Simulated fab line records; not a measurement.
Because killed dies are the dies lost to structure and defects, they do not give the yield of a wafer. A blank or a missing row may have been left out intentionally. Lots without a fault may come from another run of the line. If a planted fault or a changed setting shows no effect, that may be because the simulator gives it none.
Problem report, 8D (eight disciplines) form, completed by code / flow nandHarc / the parts of the form that need people (team, actions taken, sign-off) are left out

== 1. WHAT IS WRONG ==
At NHARC_END_SORT_01, killedAtPeriphery averages 83.3 over 6 wafers from 2 lots, while fault-free wafers read 3.7, standard deviation 2.5. Measured from the usual mean, that is +32 standard deviations.
Earliest sighting: wafer L845.2 on prober-02 at day 29 19:11. At this step, 42 wafers from 14 lots have a number in the record. Rule for "out", or "out of limits": more than 4 standard deviations from the usual mean. The rest of the wafers with a number are treated as sound.

== 2. WHAT IT IS; WHAT IT IS NOT ==
question=which readings at this step | is=killedAtPeriphery | is not=killedAtArray, killedAtOther, killedShort
question=which lots | is=L845, L848 | is not=L832, L834, L835, L836, L837, L838, L839, L840, L841, L842, L843, L846
question=which wafers of those lots | is=all that have a number | is not=-
question=read on which gauges | is=prober-02 | is not=prober-01
question=when | is=from day 29 19:11 | is not=up to then (33 sound wafers); but 3 sound wafers of L846 came after

== 3. THE SUSPECTS, EACH WITH WHAT RULES IT OUT ==
Counting: a tool stays on the suspect list if, at a process step up to the reading, it processed all lots that are out and no sound lot following the first of them.
- the gauge at NHARC_END_SORT_01: kept. All the wafers that are out were read on prober-02, and no step on other tools shows them out.
- pvdSputter-02 at NHARC_P_M2_PVD_20 (deposits TaN, target thk 5 nm, time 8.06 s): kept. Every lot that is out went through it, starting with L845 (day 12 10:23), and after that it ran no sound lot; the last sound lot it ran before then is L843 (day 11 02:55).
Remaining after the count are pvdSputter-02 at NHARC_P_M2_PVD_20 and prober-02 at NHARC_END_SORT_01.

== 4. THE CAUSE (what the simulator had put in) ==
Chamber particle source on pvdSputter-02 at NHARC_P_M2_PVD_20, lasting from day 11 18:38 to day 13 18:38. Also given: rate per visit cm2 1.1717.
Counting left 2 suspects, and this tool is among them.

== 5. THE EFFECT CHAIN, in route order ==
Each row: a reading whose mean over the struck wafers that have a number lies more than 3 standard deviations from the usual. Only readings for which the record gives a usual standard deviation are gone through. hours: the time from each lot's start at the first step in this table that gives one to its start at this step, as a median over the lots. sigmas: the change in usual standard deviations.
hours=0; step=NHARC_END_SORT_01; reading=killedAtPeriphery; usual=3.7; on struck wafers=83.3; change=+79.6; sigmas=+32

== 6. HOW IT WOULD HAVE BEEN CAUGHT EARLIER ==
Counted from the fault's start at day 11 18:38, it took 433 hours until the first out-of-limits reading at a measuring or inspecting step in this record, taken at day 29 19:11.
An alarm limit of 4 standard deviations would not have fired on the tool readings at NHARC_P_M2_PVD_20 for which the record gives a usual standard deviation, since none of them was out on any struck wafer.
By day 29 19:11 the whole set of lots that are out, 2 in number, had already begun NHARC_P_M2_PVD_20 on pvdSputter-02. Holding the tool at that point would not have protected any of them.
